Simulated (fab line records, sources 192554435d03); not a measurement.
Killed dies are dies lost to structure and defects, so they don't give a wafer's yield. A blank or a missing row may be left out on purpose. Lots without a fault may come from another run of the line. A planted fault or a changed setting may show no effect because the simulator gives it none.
A struck lot beside a sound one | flow n5_finfet | 44 steps out of a route of 1938
Sound: wafers L300.2, L300.4, L300.5. Struck: wafers L311.1, L311.6. (L311.4 of the same lot was not struck and is left out.) The cause comes at the end.
At each step with rows: each side's tool, then ch and its chambers, then its first start. Under that, the readings that differ: sound wafers | struck wafers | difference of the means | sigmas: that difference in standard deviations of wafers without a fault.
alike: readings whose means differ by less than 2 such deviations, and words and numbers that are the same on both sides. not compared: withheld readings, readings that some wafer has no value for, bounds like >300 that may hide the same value, and numbers for which the record gives no deviation and whose values overlap.
The two part at a step that has a row with sigmas, a row that says differs or no value, or rows on one side only. Numbers that don't overlap but have no deviation are shown without sigmas and don't part them. A reading that every wafer of one side lacks parts them only if that side has two wafers or more.

N5_DUMMY_GATE_ETCH_32: etches SiO2 in CF4, target depth 3.5 nm, time 3.9 s.
  sound on rie_si-02 ch 1,2, day 3 20:10; struck on rie_si-05 ch 0,1, day 6 06:45
  alike: bias_w, drypump_motor_current_A, oes_product_au, throttle_valve_pct
  not compared: rf_hours_counter_h
then, 1 step without rows for these wafers: N5_DUMMY_GATE_ETCH_23 (etches poly-Si in HBr/Cl2/O2, target depth 41 nm, time 22.3 s).
N5_DUMMY_GATE_ETCH_44: etches poly-Si in HBr/O2, stops on SiO2, target depth 127.5 nm.
  sound on rie_si-02 ch 1,2, day 3 20:16; struck on rie_si-05 ch 0,1, day 6 06:50
  alike: bias_w, drypump_motor_current_A, oes_product_au, throttle_valve_pct
  not compared: rf_hours_counter_h
N5_DUMMY_GATE_CD_MEAS_24: target cd 15 nm.
  sound on cd_sem-02, day 3 20:23; struck on cd_sem-02, day 6 06:56
  alike: cd_nm
then, 1 step without rows for these wafers: N5_DUMMY_GATE_ETCH_42 (etches SiO2 in CHF3/O2, target depth 3.5 nm, time 31 s).
N5_DUMMY_GATE_STRIP_48: strips in N2/H2, time 20 s.
  sound on rie_diel-02 ch 1,2,3, day 3 20:29; struck on rie_diel-05 ch 1,2, day 6 07:02
  alike: drypump_motor_current_A, oes_product_au, rf_vpp_V, showerhead_plenum_p_Torr, throttle_valve_pct
  not compared: rf_hours_counter_h
then, 5 steps without rows for these wafers: N5_DUMMY_GATE_PRECLEAN_33 (cleans in dHF, time 10 s); N5_DUMMY_GATE_PRECLEAN_25 (cleans in O3/DIW, time 45 s); N5_DUMMY_GATE_PRECLEAN_51 (cleans in SC2, time 45 s); N5_DUMMY_GATE_SRD_26 (time 30 s); N5_DUMMY_GATE_UV_OZONE_45 (time 120 s).
N5_DUMMY_GATE_INSPECT_27: inspects for defects (brightfield).
  sound on defect_inspect-02, day 3 20:40; struck on defect_inspect-02, day 6 07:14
  reading          | sound       | struck  | difference | sigmas
  raw_defect_count | 373 652 329 | 151 249 | -251       | -3
N5_SPACER0_ALD_07: deposits SiNx, target thk 2 nm.
  sound on ald_sin-03 ch 0,2, day 3 20:53; struck on ald_sin-03 ch 0, day 6 07:26
  reading                                  | sound | struck  | difference | sigmas
  model.SiNx_of_SPACER0_ALD_07.thk_nm (nm) | 2 2 2 | 3.4 3.4 | +1.4       |
  alike: heater_power_w
  not compared: since_wet_clean_h
then, 2 steps without rows for these wafers: N5_SPACER0_ALD_00 (deposits SiOCN, target thk 3.5 nm, pulse time 3 s, purge time 2 s); N5_SPACER0_ALD_08 (deposits SiNx, target thk 2 nm).
N5_SPACER0_INSPECT_04: inspects for defects (darkfield).
  sound on defect_inspect-02, day 3 21:28; struck on defect_inspect-01, day 6 08:00
  reading          | sound       | struck | difference | sigmas
  raw_defect_count | 133 247 116 | 74 107 | -75        | -2
then, 8 steps without rows for these wafers: N5_SD_EPI_N_COAT_32 (time 60 s, resist thk 350 nm); N5_SD_EPI_N_COAT_33 (time 60 s, resist thk 35 nm); N5_SD_EPI_N_COAT_03 (resist thk 150 nm); N5_SD_EPI_N_EBR_05; N5_SD_EPI_N_SOFTBAKE_04 (time 60 s); N5_SD_EPI_N_EXPOSE_06 (exposes mask SD N BLK, target cd 120 nm); N5_SD_EPI_N_PEB_07 (peb time 60 s); N5_SD_EPI_N_DEVELOP_08 (develop time 30 s).
N5_SD_EPI_N_CD_MEAS_09: target cd 120 nm.
  sound on cd_sem-03 ch 0, day 3 21:44; struck on cd_sem-01 ch 0, day 6 08:16
  alike: cd_nm
N5_SD_EPI_N_OVL_MEAS_10:
  sound on overlay-01 ch 0, day 3 21:46; struck on overlay-01 ch 0, day 6 08:18
  alike: SD_N_BLK_OVL
N5_SD_EPI_N_INSPECT_11: inspects for defects (macro).
  sound on defect_inspect-01, day 3 21:47; struck on defect_inspect-01, day 6 08:20
  alike: raw_defect_count
N5_SD_EPI_N_DESCUM_14: chemistry O2, time 7.9 s.
  sound on rie_diel-03 ch 1,3, day 3 21:49; struck on rie_diel-06 ch 2,3, day 6 08:22
  alike: drypump_motor_current_A, oes_product_au, rf_vpp_V, showerhead_plenum_p_Torr, throttle_valve_pct
  not compared: rf_hours_counter_h
then, 4 steps without rows for these wafers: N5_SD_EPI_N_ETCH_34 (etches SiARC in CF4, target depth 45.5 nm, time 75.8 s); N5_SD_EPI_N_ETCH_35 (etches SOC in N2/H2, overetch 108 nm, time 486 s); N5_SD_EPI_N_STRIP_36 (strips in N2/H2); N5_SD_EPI_N_ETCHBACK_44 (etches SiNx in CH3F/O2, stops on SiO2, target depth 14.5 nm).
N5_SD_EPI_N_ETCH_45: etches SiOCN in CH3F/O2, target depth 6 nm.
  sound on rie_diel-03 ch 1,3, day 3 22:20; struck on rie_diel-06 ch 2,3, day 6 08:53
  alike: bias_w, drypump_motor_current_A, oes_product_au, rf_vpp_V, showerhead_plenum_p_Torr, throttle_valve_pct
  not compared: rf_hours_counter_h
then, 9 steps without rows for these wafers: N5_SD_EPI_N_ETCH_16 (etches SiO2 in CHF3/O2, target depth 5 nm); N5_SD_EPI_N_STRIP_47 (strips in CHF3/O2); N5_SD_EPI_N_SD_RECESS_17 (chemistry HBr/Cl2/O2, target depth 41 nm, time 23.7 s, bt time 3 s); N5_SD_EPI_N_STRIP_38 (strips in N2/H2); N5_SD_EPI_N_WET_ETCH_43 (etches SiO2 in dHF, time 14 s, target depth 1.5 nm); N5_SD_EPI_N_STRIP_18 (strips in SPM, time 750 s); N5_SD_EPI_N_SRD_20 (time 30 s); N5_SD_EPI_N_PRECLEAN_48 (cleans in NF3:NH3, afs cycles 2, time 20 s, sublimation time 60 s); N5_SD_EPI_N_VAPOR_ETCH_50 (etches Si in HCl, time 54 s).
N5_DUMMY_REMOVAL_HM_STRIP_01: strips SiNx in CH3F/O2, stops on poly-Si, target depth 4 nm, time 6.8 s.
  sound on rie_diel-05 ch 0,1, day 4 18:28; struck on rie_diel-04 ch 1,3, day 7 05:25
  reading               | sound          | struck    | difference | sigmas
  oes_product_au (a.u.) | 0.62 0.62 0.61 | 0.98 0.89 | +0.32      | +4
  alike: bias_w, drypump_motor_current_A, rf_vpp_V, showerhead_plenum_p_Torr, throttle_valve_pct
  not compared: rf_hours_counter_h
N5_BEOL_M4_RC_MEAS_101:
  the record has rows for the sound wafers here (prober-02 ch 0, day 9 02:17) and none for the struck ones

WHERE THEY PART
First at N5_DUMMY_GATE_INSPECT_27; last, within this record, at N5_BEOL_M4_RC_MEAS_101.

WHY: what the simulator had put in
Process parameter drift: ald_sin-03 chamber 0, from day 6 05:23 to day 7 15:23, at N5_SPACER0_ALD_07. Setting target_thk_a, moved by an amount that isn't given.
